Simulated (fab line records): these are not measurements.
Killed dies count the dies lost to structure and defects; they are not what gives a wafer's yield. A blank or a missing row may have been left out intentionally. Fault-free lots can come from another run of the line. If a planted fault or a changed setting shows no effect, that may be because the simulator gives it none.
One fault through the eyes of 2 desks -- flow nand harc -- each desk holds nothing but its own numbers, with what lay behind them at the end

## TOOL OWNER'S DESK, pecvd-03
The tool's own readings at NHARC_A_CONTACT_DEP_24 (deposits SiO2, target thk 500 nm): means of the sampled wafers that have a number, for each lot that ran on this tool. Any lot whose mean is over 4 standard deviations away from the usual mean is out of limits and marked OUT; that distance is given in the brackets.
Columns: A = heater power w at NHARC_A_CONTACT_DEP_24, usual 577 W; B = rf fwd power W at NHARC_A_CONTACT_DEP_24, usual 898.9 W; C = throttle valve pct at NHARC_A_CONTACT_DEP_24, usual 16.1 %
lot,first seen here,A,B,C
L826,day 21 13:47,510,897.9,16.4
L830,day 23 03:05,505,897.6,16.3
L829,day 23 15:32,517,861.6 (-14) OUT,16.2
L842,day 28 09:48,487,896.4,15.9
L844,day 28 23:18,568,901.1,15.7
This desk's finding: out of limits on L829; first on L829, day 23 15:32 (rf fwd power W at NHARC_A_CONTACT_DEP_24). L826, L830, L842, L844: within limits.

## AT THE METROLOGY DESK
What the gauges read for every lot (on any tool): the sampled wafers with a number, averaged. Any lot whose mean is over 4 standard deviations away from the usual mean is out of limits and marked OUT; that distance is given in the brackets.
Columns: A = cd nm at NHARC_A_SLIT_CD_MEAS_21, usual 289.5 nm
lot,first seen here,A
L826,day 20 09:28,290.4
L827,day 21 05:31,289.1
L830,day 22 00:32,290.3
L829,day 22 10:46,290.1
L831,day 22 14:36,288.4
L842,day 27 09:13,290.0
L844,day 27 22:20,289.1
L843,day 27 22:30,290.7
L845,day 28 09:54,289.5
L846,day 28 15:38,288.9
L847,day 29 13:35,288.2
L848,day 30 01:35,289.6
This desk's finding: nothing out of limits on any of the 12 lots.

## BROUGHT TOGETHER
An alarm could have come from the tool owner's desk at day 23 15:32, on L829.
Metrology desk: nothing out of limits seen.
The metrology desk holds a record of L829, inside its limits.
Of the lots named, all ran NHARC_A_CONTACT_DEP_24 on pecvd-03.

## WHAT THE SIMULATOR HAD INSERTED
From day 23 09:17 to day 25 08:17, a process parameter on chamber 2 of pecvd-03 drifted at NHARC_A_CONTACT_DEP_24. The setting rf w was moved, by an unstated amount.
Struck lots among those shown: L829.
Hours from the fault's start to each desk's first reading out of limits: the tool owner's desk, 6.
